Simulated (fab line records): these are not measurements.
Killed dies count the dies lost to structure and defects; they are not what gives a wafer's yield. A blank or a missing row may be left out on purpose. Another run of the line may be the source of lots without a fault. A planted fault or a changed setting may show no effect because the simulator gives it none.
Split-lot trial | flow n5_finfet | 7 lots, 21 wafers read, on a route of 1938 steps

ABOUT THE SPLIT
At N5_BEOL_M15_ILD_DEP_00 (deposits SiO2 from TEOS/O2, target thk 1629.3 nm, time 346.1 s), the setting temp_c was moved away from the recipe's 400 C on 11 of the 21 wafers read, by -2.0% to +2.0%. This setting was run at the recipe's value on the other wafers.

Between the split and the reading, the file records no step.

THE READING
Values of M15_ILD_THK in nm from N5_BEOL_M15_THK_MEAS_01. On this fab line, fault-free wafers typically give 1624 nm with a standard deviation of 25 nm.

wafer  | tool, chamber at the split | temp_c as run, C | against the recipe | M15_ILD_THK, nm | against lot-mates on the recipe
L077.1 | pecvd-02, 2                | 397.5            | -0.6%              | 1607            | -18
L077.2 | pecvd-02, 1                | 397.5            | -0.6%              | 1651            | +26
L077.5 | pecvd-02, 1                | 400              | recipe             | 1625            | -
L079.4 | pecvd-02, 2                | 400              | recipe             | 1606            | -
L079.5 | pecvd-02, 0                | 400              | recipe             | 1600            | -
L079.6 | pecvd-02, 1                | 392.5            | -1.9%              | 1697            | +94
L082.1 | pecvd-01, 2                | 400              | recipe             | 1601            | -
L082.4 | pecvd-01, 2                | 400              | recipe             | 1640            | -
L082.5 | pecvd-01, 0                | 400              | recipe             | 1624            | -
L086.1 | pecvd-01, 1                | 393.5            | -1.6%              | 1687            | +104
L086.3 | pecvd-01, 0                | 400              | recipe             | 1583            | -
L086.5 | pecvd-01, 0                | 393.5            | -1.6%              | 1690            | +107
L087.2 | pecvd-03, 1                | 407.2            | +1.8%              | 1564            | -80
L087.3 | pecvd-03, 2                | 407.2            | +1.8%              | 1560            | -84
L087.5 | pecvd-03, 2                | 400              | recipe             | 1644            | -
L093.1 | pecvd-02, 0                | 407.9            | +2.0%              | 1533            | -101
L093.5 | pecvd-02, 1                | 407.9            | +2.0%              | 1524            | -110
L093.6 | pecvd-02, 0                | 400              | recipe             | 1634            | -
L097.1 | pecvd-02, 1                | 400              | recipe             | 1606            | -
L097.4 | pecvd-02, 1                | 392.1            | -2.0%              | 1699            | +93
L097.6 | pecvd-02, 2                | 392.1            | -2.0%              | 1704            | +98

FIT RESULTS
A straight line over all 21 wafers: M15_ILD_THK changes by -40.3 nm for each +1% of temp_c; r = -0.95; the points scatter about the line by 18 nm.
The same after taking each lot's own level away (the mean of its wafers on the recipe; 21 wafers): -51 nm for each +1%; r = -0.97; scatter 16 nm.
On that fit, the largest move of temp_c shifts the reading by 1e+02 nm.
The span of the lots' own levels, 1583.0 to 1644.0 nm, comes to 2.4 times the standard deviation stated above.
In other words, the slope is changed by the lot-to-lot level; the two fits disagree.
Check: with one of the wafers moved furthest among these (+2.0%) left out of the fit, the line predicts -101 nm for it against its lot-mates. Against them it came out at -101 nm.

THE OTHER SPLITS THESE WAFERS WENT THROUGH
These wafers also went through other splits before the reading. Each is held against what the fit with the lots' levels taken away leaves over:
other split on the same wafers    | wafers away from the commonest value | r with M15_ILD_THK (lot level and that fit taken away)
N5_BEOL_M10_PEB_26 peb_time_s     | 9                                    | +0.33
N5_BEOL_M11_PEB_26 peb_time_s     | 9                                    | -0.09
N5_BEOL_M11_ETCH_66 time_s        | 8                                    | -0.03
N5_BEOL_M13_COAT_04 spin_rpm      | 9                                    | -0.42
N5_BEOL_M14_TRENCH_ETCH_34 bias_w | 7                                    | -0.14
N5_BEOL_M14_SPUTTER_44 time_s     | 7                                    | -0.08

THE WHOLE CHAIN: every reading that the file lists as answering this split, in the file's order
step                    | what it does                                                   | reading                                                                             | change (the file's fit)              | r (the file's)
N5_BEOL_M15_ILD_DEP_00  | deposits SiO2 from TEOS/O2, target thk 1629.3 nm, time 346.1 s | SiO2_of_BEOL_M15_ILD_DEP_00.thk_nm (the simulator's own value, which no gauge read) | -51.1 nm for each +1% of the setting | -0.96
N5_BEOL_M15_THK_MEAS_01 |                                                                | M15_ILD_THK                                                                         | -50.9 for each +1% of the setting    | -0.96
N5_BEOL_M15_VIA_ETCH_16 | etches SiO2 in C4F8/O2/Ar, target depth 1792.2 nm              | etch.depth_nm (the simulator's own value, which no gauge read)                      | -51.1 nm for each +1% of the setting | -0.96
N5_BEOL_M15_VIA_ETCH_16 | etches SiO2 in C4F8/O2/Ar, target depth 1792.2 nm              | coat_of_BEOL_M15_COAT_04.thk_nm (the simulator's own value, which no gauge read)    | +10.8 nm for each +1% of the setting | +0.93

THE FILE'S OWN FIT
M15_ILD_THK changes by -50.9 nm for each +1% of temp_c, r = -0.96.
